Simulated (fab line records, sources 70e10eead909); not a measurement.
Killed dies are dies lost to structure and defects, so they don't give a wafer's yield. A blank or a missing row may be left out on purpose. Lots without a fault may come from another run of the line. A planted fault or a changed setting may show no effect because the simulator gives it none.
A struck lot beside a sound one | flow nand_harc | 39 steps out of a route of 1302
Sound: wafers L863.1, L863.3, L863.5. Struck: wafers L869.2, L869.3, L869.5. The cause comes at the end.
At each step with rows: each side's tool, then ch and its chambers, then its first start. Under that, the readings that differ: sound wafers | struck wafers | difference of the means | sigmas: that difference in standard deviations of wafers without a fault.
alike: readings whose means differ by less than 2 such deviations, and words and numbers that are the same on both sides. not compared: withheld readings, readings that some wafer has no value for, bounds like >300 that may hide the same value, and numbers for which the record gives no deviation and whose values overlap.
The two part at a step that has a row with sigmas, a row that says differs or no value, or rows on one side only. Numbers that don't overlap but have no deviation are shown without sigmas and don't part them. A reading that every wafer of one side lacks parts them only if that side has two wafers or more.

first, 1 step without rows for these wafers: NHARC_A_CHANNEL_FILL_D1_ALD_25 (deposits SiOx, target thk 60 nm, pulse time 10 s, ald cycles 600).
NHARC_A_CHANNEL_FILL_D1_ETCHBACK_08: etches the open film in C4F8, target depth 220 nm, time 110 s.
  sound on rie_diel-05 ch 0,1,3; struck on rie_diel-07 ch 1,2,3
  alike: oes_product_au, rf_vpp_V
  not compared: rf_hours_counter_h
then, 4 steps without rows for these wafers: NHARC_A_CHANNEL_FILL_D1_STRIP_29 (strips in O2, time 20 s); NHARC_A_CHANNEL_FILL_D1_PRECLEAN_30 (cleans in dHF, time 30 s); NHARC_A_CHANNEL_FILL_D1_SRD_31; NHARC_A_CHANNEL_FILL_D1_CVD_09 (deposits poly-Si, target thk 150 nm, time 3000 s).
NHARC_A_CHANNEL_FILL_D1_CMP_10: polishes, target thk 150 nm.
  sound on cmp-01 ch 1,2, day 11 17:01; struck on cmp-02 ch 2,3, day 14 11:11
  alike: motor_current_A, time_to_endpoint_s
then, 1 step without rows for these wafers: NHARC_A_CHANNEL_FILL_D1_SRD_12.
NHARC_A_CHANNEL_FILL_D1_INSPECT_13:
  sound on defect_inspect-02, day 11 17:25; struck on defect_inspect-01, day 14 11:36
  alike: raw_defect_count
then, 1 step without rows for these wafers: NHARC_A_DECK1_JOINT_ETCHBACK_07 (etches the open film in HBr, target depth 105 nm, time 26.9 s).
NHARC_A_DECK1_JOINT_ETCH_25: etches SiO2 in dHF, target depth 0.5 nm.
  sound on wet_bench-01 ch 0,1,5, day 11 17:38; struck on wet_bench-01 ch 0,1,4, day 14 11:49
then, 7 steps without rows for these wafers: NHARC_A_DECK1_JOINT_ETCH_19 (etches poly-Si in TMAH, target depth 3 nm); NHARC_A_DECK1_JOINT_ETCH_18 (etches SiO2 in dHF, target depth 3 nm); NHARC_A_DECK1_JOINT_WET_08 (chemistry H3PO4, time 86 s); NHARC_A_DECK1_JOINT_ETCH_09 (etches SiO2 in dHF, target depth 5 nm); NHARC_A_DECK1_JOINT_WET_10 (chemistry H3PO4, time 86 s); NHARC_A_DECK1_JOINT_ETCH_11 (etches SiO2 in dHF, target depth 35 nm); NHARC_A_DECK1_JOINT_CVD_12 (deposits poly-Si, target thk 90 nm, time 1800 s).
NHARC_A_DECK1_JOINT_CMP_13: polishes, target thk 51.023 nm.
  sound on cmp-01 ch 0,2,3, day 12 07:26; struck on cmp-04 ch 0,1,3, day 14 22:01
  alike: motor_current_A, time_to_endpoint_s
NHARC_A_DECK1_JOINT_THK_MEAS_14: measures by ellipsometry.
  sound on film_metro-02, day 12 07:39; struck on film_metro-01, day 14 22:13
  alike: thk_nm
then, 10 steps without rows for these wafers: NHARC_A_DECK1_JOINT_SRD_04; NHARC_A_DECK1_JOINT_ETCHBACK_00 (etches the open film in HBr, target depth 30 nm, time 17.4 s); NHARC_A_DECK1_JOINT_PRECLEAN_30 (cleans in SC1); NHARC_A_DECK1_JOINT_SRD_31; NHARC_A_DECK1_JOINT_CVD_34 (deposits SiNx, target thk 20 nm); NHARC_A_DECK1_JOINT_DEP_06 (deposits SiOx, target thk 80 nm); NHARC_A_DECK1_JOINT_CURE_26 (time 32 s); NHARC_A_DECK1_JOINT_ANNEAL_27 (time 3600 s); NHARC_A_DECK1_JOINT_ANNEAL_28 (time 1800 s); NHARC_A_DECK1_JOINT_ANNEAL_29 (time 1800 s).
NHARC_A_DECK1_JOINT_CMP_02: polishes SiOx.
  sound on cmp-01 ch 0,1,3, day 13 06:53; struck on cmp-04 ch 0,1,3, day 15 23:38
  alike: motor_current_A
then, 1 step without rows for these wafers: NHARC_A_DECK1_JOINT_SRD_15.
NHARC_A_DECK1_JOINT_DEP_16: deposits SiO2, target thk 45 nm.
  sound on pecvd-03 ch 0,2, day 13 07:14; struck on pecvd-03 ch 0,2, day 16 00:01
  alike: heater_power_w, mfc_precursor_sccm, throttle_valve_pct
NHARC_A_DECK1_JOINT_THK_MEAS_17: measures by ellipsometry.
  sound on film_metro-02, day 13 07:31; struck on film_metro-02, day 16 00:16
  alike: thk_nm
then, 1 step without rows for these wafers: NHARC_A_ONON_D2_DEP_00 (target thk 1000 nm).
NHARC_A_ONON_D2_THK_MEAS_02: measures by ellipsometry.
  sound on film_metro-02, day 13 08:08; struck on film_metro-01, day 16 00:53
  reading     | sound          | struck      | difference | sigmas
  thk_nm (nm) | 1012 1012 1011 | 993 996 996 | -17        | -2
then, 1 step without rows for these wafers: NHARC_A_ONON_D2_DEP_03 (target thk 1000 nm).
NHARC_A_ONON_D2_THK_MEAS_05: measures by ellipsometry.
  sound on film_metro-01, day 13 08:43; struck on film_metro-02, day 16 01:27
  alike: thk_nm
-- the record jumps here: 11 days lie between the struck wafers' starts before and after (it left off in module A_ONON_D2 and takes up again in module END, whose first step shown is number 1302 of the route) --
NHARC_END_SORT_01:
  sound on prober-02 ch 0, day 25 01:15; struck on prober-01 ch 0, day 27 07:31
  reading         | sound    | struck      | difference | sigmas
  killed_at_array | 34 24 21 | 154 155 127 | +119       | +6
  killed_dies     | 34 27 23 | 157 161 135 | +123       | +6
  alike: killed_at_other, killed_at_periphery, killed_open, killed_short

WHERE THEY PART
First at NHARC_A_ONON_D2_THK_MEAS_02; last, within this record, at NHARC_END_SORT_01.

WHY: what the simulator had put in
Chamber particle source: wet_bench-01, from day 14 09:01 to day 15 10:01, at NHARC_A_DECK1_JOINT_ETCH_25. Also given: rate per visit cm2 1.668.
